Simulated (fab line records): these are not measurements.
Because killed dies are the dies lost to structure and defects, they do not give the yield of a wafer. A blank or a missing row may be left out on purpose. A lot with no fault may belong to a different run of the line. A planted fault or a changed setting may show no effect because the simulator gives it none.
Matching of chambers :: flow nand-harc :: NHARC_P_M2_DESCUM_14 on rie-diel-02 has 4 sister chambers
The step chemistry O2, time 3 s. 20 wafers are shown with their chamber, then 10 later ones without.

## WAFERS PAIRED WITH THEIR CHAMBERS
wafer: L074.1
chamber: 3
showerhead-plenum-p-Torr (Torr): 1.82
drypump-motor-current-A (A): 5.5
oes-product-au (a.u.): 0.990

wafer: L074.4
chamber: 2
showerhead-plenum-p-Torr (Torr): 2.05
drypump-motor-current-A (A): 6.2
oes-product-au (a.u.): 1.003

wafer: L074.5
chamber: 0
showerhead-plenum-p-Torr (Torr): 1.84
drypump-motor-current-A (A): 6.6
oes-product-au (a.u.): 0.981

wafer: L075.1
chamber: 3
showerhead-plenum-p-Torr (Torr): 1.82
drypump-motor-current-A (A): 5.5
oes-product-au (a.u.): 0.982

wafer: L075.5
chamber: 1
showerhead-plenum-p-Torr (Torr): 1.86
drypump-motor-current-A (A): 5.0
oes-product-au (a.u.): 0.998

wafer: L075.6
chamber: 2
showerhead-plenum-p-Torr (Torr): 2.05
drypump-motor-current-A (A): 6.2
oes-product-au (a.u.): 0.989

wafer: L077.2
chamber: 0
showerhead-plenum-p-Torr (Torr): 1.84
drypump-motor-current-A (A): 6.6
oes-product-au (a.u.): 0.975

wafer: L077.5
chamber: 2
showerhead-plenum-p-Torr (Torr): 2.05
drypump-motor-current-A (A): 6.2
oes-product-au (a.u.): 0.998

wafer: L077.6
chamber: 3
showerhead-plenum-p-Torr (Torr): 1.82
drypump-motor-current-A (A): 5.5
oes-product-au (a.u.): 0.989

wafer: L080.1
chamber: 2
showerhead-plenum-p-Torr (Torr): 2.05
drypump-motor-current-A (A): 6.2
oes-product-au (a.u.): 0.988

wafer: L080.2
chamber: 3
showerhead-plenum-p-Torr (Torr): 1.82
drypump-motor-current-A (A): 5.5
oes-product-au (a.u.): 0.996

wafer: L080.3
chamber: 0
showerhead-plenum-p-Torr (Torr): 1.84
drypump-motor-current-A (A): 6.6
oes-product-au (a.u.): 0.984

wafer: L080.4
chamber: 1
showerhead-plenum-p-Torr (Torr): 1.86
drypump-motor-current-A (A): 4.9
oes-product-au (a.u.): 0.999

wafer: L080.5
chamber: 0
showerhead-plenum-p-Torr (Torr): 1.84
drypump-motor-current-A (A): 6.6
oes-product-au (a.u.): 0.978

wafer: L080.6
chamber: 1
showerhead-plenum-p-Torr (Torr): 1.86
drypump-motor-current-A (A): 4.9
oes-product-au (a.u.): 0.997

wafer: L087.2
chamber: 1
showerhead-plenum-p-Torr (Torr): 1.86
drypump-motor-current-A (A): 4.9
oes-product-au (a.u.): 0.995

wafer: L087.4
chamber: 0
showerhead-plenum-p-Torr (Torr): 1.84
drypump-motor-current-A (A): 6.6
oes-product-au (a.u.): 0.992

wafer: L087.5
chamber: 0
showerhead-plenum-p-Torr (Torr): 1.83
drypump-motor-current-A (A): 6.6
oes-product-au (a.u.): 0.982

wafer: L093.1
chamber: 2
showerhead-plenum-p-Torr (Torr): 2.04
drypump-motor-current-A (A): 6.2
oes-product-au (a.u.): 0.994

wafer: L093.2
chamber: 3
showerhead-plenum-p-Torr (Torr): 1.82
drypump-motor-current-A (A): 5.4
oes-product-au (a.u.): 0.977

SIGNATURES (averages over the wafers above)
reading: showerhead-plenum-p-Torr
chamber 0: 1.8383
chamber 1: 1.8600
chamber 2: 2.0480
chamber 3: 1.8200
scatter within a chamber: 0.0032

reading: drypump-motor-current-A
chamber 0: 6.600
chamber 1: 4.925
chamber 2: 6.200
chamber 3: 5.480
scatter within a chamber: 0.0311

reading: oes-product-au
chamber 0: 0.98200
chamber 1: 0.99725
chamber 2: 0.99440
chamber 3: 0.98680
scatter within a chamber: 0.00589
Rule: a wafer's distance from a chamber is the root of the sum, over the readings, of the square of ((its reading less the chamber's mean) divided by the reading's scatter). The wafer belongs to the nearest chamber; if the next one is less than 2 further off, it can't be placed. The scatter: the root of (the sum of the squares of (reading less its chamber's mean) over the shown wafers, divided by (wafers less chambers)).

## WAFERS WHOSE CHAMBER IS MISSING
wafer: L093.4
showerhead-plenum-p-Torr (Torr): 1.86
drypump-motor-current-A (A): 4.9
oes-product-au (a.u.): 0.992

wafer: L093.3
showerhead-plenum-p-Torr (Torr): 1.83
drypump-motor-current-A (A): 6.6
oes-product-au (a.u.): 0.975

wafer: L093.5
showerhead-plenum-p-Torr (Torr): 2.04
drypump-motor-current-A (A): 6.2
oes-product-au (a.u.): 1.004

wafer: L093.6
showerhead-plenum-p-Torr (Torr): 1.82
drypump-motor-current-A (A): 5.4
oes-product-au (a.u.): 0.972

wafer: L095.2
showerhead-plenum-p-Torr (Torr): 1.82
drypump-motor-current-A (A): 5.5
oes-product-au (a.u.): 0.982

wafer: L095.5
showerhead-plenum-p-Torr (Torr): 1.86
drypump-motor-current-A (A): 4.9
oes-product-au (a.u.): 0.993

wafer: L095.6
showerhead-plenum-p-Torr (Torr): 1.83
drypump-motor-current-A (A): 6.6
oes-product-au (a.u.): 0.988

wafer: L096.1
showerhead-plenum-p-Torr (Torr): 2.04
drypump-motor-current-A (A): 6.2
oes-product-au (a.u.): 0.989

wafer: L096.5
showerhead-plenum-p-Torr (Torr): 1.82
drypump-motor-current-A (A): 5.5
oes-product-au (a.u.): 0.973

wafer: L096.6
showerhead-plenum-p-Torr (Torr): 2.04
drypump-motor-current-A (A): 6.2
oes-product-au (a.u.): 0.989

## WHICH CHAMBER EACH ONE RAN IN
wafer: L093.4
from the rows above: 1
in truth: 1

wafer: L093.3
from the rows above: 0
in truth: 0

wafer: L093.5
from the rows above: 2
in truth: 2

wafer: L093.6
from the rows above: 3
in truth: 3

wafer: L095.2
from the rows above: 3
in truth: 3

wafer: L095.5
from the rows above: 1
in truth: 1

wafer: L095.6
from the rows above: 0
in truth: 0

wafer: L096.1
from the rows above: 2
in truth: 2

wafer: L096.5
from the rows above: 3
in truth: 3

wafer: L096.6
from the rows above: 2
in truth: 2
Placed correctly: 10 of 10. Left unplaced by these rows: 0. Wrongly placed: 0.
